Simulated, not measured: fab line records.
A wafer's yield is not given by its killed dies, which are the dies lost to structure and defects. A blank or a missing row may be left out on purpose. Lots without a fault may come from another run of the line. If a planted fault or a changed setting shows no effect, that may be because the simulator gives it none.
Chamber matching || flow n5_finfet || 4 sister chambers for N5_BEOL_M0_CUTY_DESCUM_61 on rie_diel-01
The step chemistry O2, time 7.9 s. 16 wafers are shown with their chamber, then 8 later ones without.

WAFERS, EACH WITH ITS CHAMBER
{"wafer": "L074.2", "chamber": 0, "drypump_motor_current_A (A)": 5.7, "showerhead_plenum_p_Torr (Torr)": 1.99, "oes_product_au (a.u.)": 0.73}
{"wafer": "L074.5", "chamber": 1, "drypump_motor_current_A (A)": 5.7, "showerhead_plenum_p_Torr (Torr)": 2.11, "oes_product_au (a.u.)": 0.87}
{"wafer": "L074.6", "chamber": 0, "drypump_motor_current_A (A)": 5.7, "showerhead_plenum_p_Torr (Torr)": 1.99, "oes_product_au (a.u.)": 0.73}
{"wafer": "L077.1", "chamber": 3, "drypump_motor_current_A (A)": 5.4, "showerhead_plenum_p_Torr (Torr)": 2.18, "oes_product_au (a.u.)": 0.71}
{"wafer": "L077.4", "chamber": 3, "drypump_motor_current_A (A)": 5.3, "showerhead_plenum_p_Torr (Torr)": 2.18, "oes_product_au (a.u.)": 0.71}
{"wafer": "L077.5", "chamber": 3, "drypump_motor_current_A (A)": 5.3, "showerhead_plenum_p_Torr (Torr)": 2.18, "oes_product_au (a.u.)": 0.72}
{"wafer": "L081.1", "chamber": 2, "drypump_motor_current_A (A)": 5.9, "showerhead_plenum_p_Torr (Torr)": 2.06, "oes_product_au (a.u.)": 1.00}
{"wafer": "L081.4", "chamber": 3, "drypump_motor_current_A (A)": 5.3, "showerhead_plenum_p_Torr (Torr)": 2.18, "oes_product_au (a.u.)": 0.70}
{"wafer": "L081.5", "chamber": 2, "drypump_motor_current_A (A)": 5.9, "showerhead_plenum_p_Torr (Torr)": 2.06, "oes_product_au (a.u.)": 1.01}
{"wafer": "L083.1", "chamber": 0, "drypump_motor_current_A (A)": 5.7, "showerhead_plenum_p_Torr (Torr)": 1.98, "oes_product_au (a.u.)": 0.73}
{"wafer": "L083.4", "chamber": 1, "drypump_motor_current_A (A)": 5.7, "showerhead_plenum_p_Torr (Torr)": 2.11, "oes_product_au (a.u.)": 0.86}
{"wafer": "L083.5", "chamber": 2, "drypump_motor_current_A (A)": 5.9, "showerhead_plenum_p_Torr (Torr)": 2.06, "oes_product_au (a.u.)": 0.98}
{"wafer": "L091.1", "chamber": 3, "drypump_motor_current_A (A)": 5.3, "showerhead_plenum_p_Torr (Torr)": 2.17, "oes_product_au (a.u.)": 0.69}
{"wafer": "L091.3", "chamber": 2, "drypump_motor_current_A (A)": 5.9, "showerhead_plenum_p_Torr (Torr)": 2.05, "oes_product_au (a.u.)": 0.91}
{"wafer": "L091.6", "chamber": 1, "drypump_motor_current_A (A)": 5.7, "showerhead_plenum_p_Torr (Torr)": 2.10, "oes_product_au (a.u.)": 0.84}
{"wafer": "L093.2", "chamber": 3, "drypump_motor_current_A (A)": 5.3, "showerhead_plenum_p_Torr (Torr)": 2.17, "oes_product_au (a.u.)": 0.69}

SIGNATURES (means of the wafers above)
{"reading": "drypump_motor_current_A", "chamber 0": 5.700, "chamber 1": 5.700, "chamber 2": 5.900, "chamber 3": 5.317, "scatter within a chamber": 0.0264}
{"reading": "showerhead_plenum_p_Torr", "chamber 0": 1.9867, "chamber 1": 2.1067, "chamber 2": 2.0575, "chamber 3": 2.1767, "scatter within a chamber": 0.00534}
{"reading": "oes_product_au", "chamber 0": 0.7300, "chamber 1": 0.8567, "chamber 2": 0.9750, "chamber 3": 0.7033, "scatter within a chamber": 0.0247}
Rule: a wafer's distance from a chamber is the root of the sum, over the readings, of the square of ((its reading less the chamber's mean) divided by the reading's scatter). If the next closest chamber is less than 2 further off than the closest, the wafer can't be placed; otherwise it belongs to the closest. How the scatter is found: for the shown wafers, subtract from each reading the mean of its chamber, square and add these, divide the total by (wafers less chambers), then take the root.

WAFERS WHOSE CHAMBER IS MISSING
{"wafer": "L093.3", "drypump_motor_current_A (A)": 5.9, "showerhead_plenum_p_Torr (Torr)": 2.05, "oes_product_au (a.u.)": 0.90}
{"wafer": "L093.5", "drypump_motor_current_A (A)": 5.8, "showerhead_plenum_p_Torr (Torr)": 2.10, "oes_product_au (a.u.)": 0.83}
{"wafer": "L096.2", "drypump_motor_current_A (A)": 5.8, "showerhead_plenum_p_Torr (Torr)": 1.97, "oes_product_au (a.u.)": 0.71}
{"wafer": "L096.3", "drypump_motor_current_A (A)": 5.3, "showerhead_plenum_p_Torr (Torr)": 2.17, "oes_product_au (a.u.)": 0.68}
{"wafer": "L096.5", "drypump_motor_current_A (A)": 5.8, "showerhead_plenum_p_Torr (Torr)": 2.10, "oes_product_au (a.u.)": 0.82}
{"wafer": "L097.1", "drypump_motor_current_A (A)": 5.3, "showerhead_plenum_p_Torr (Torr)": 2.17, "oes_product_au (a.u.)": 0.68}
{"wafer": "L097.2", "drypump_motor_current_A (A)": 5.9, "showerhead_plenum_p_Torr (Torr)": 2.05, "oes_product_au (a.u.)": 0.90}
{"wafer": "L097.3", "drypump_motor_current_A (A)": 5.7, "showerhead_plenum_p_Torr (Torr)": 2.10, "oes_product_au (a.u.)": 0.82}

CHAMBER TAKEN BY EACH
{"wafer": "L093.3", "from the rows above": 2, "in truth": 2}
{"wafer": "L093.5", "from the rows above": 1, "in truth": 1}
{"wafer": "L096.2", "from the rows above": 0, "in truth": 0}
{"wafer": "L096.3", "from the rows above": 3, "in truth": 3}
{"wafer": "L096.5", "from the rows above": 1, "in truth": 1}
{"wafer": "L097.1", "from the rows above": 3, "in truth": 3}
{"wafer": "L097.2", "from the rows above": 2, "in truth": 2}
{"wafer": "L097.3", "from the rows above": 1, "in truth": 1}
Correct placement for 8 of the 8. From these rows, 0 cannot be placed. Wrongly placed: 0.
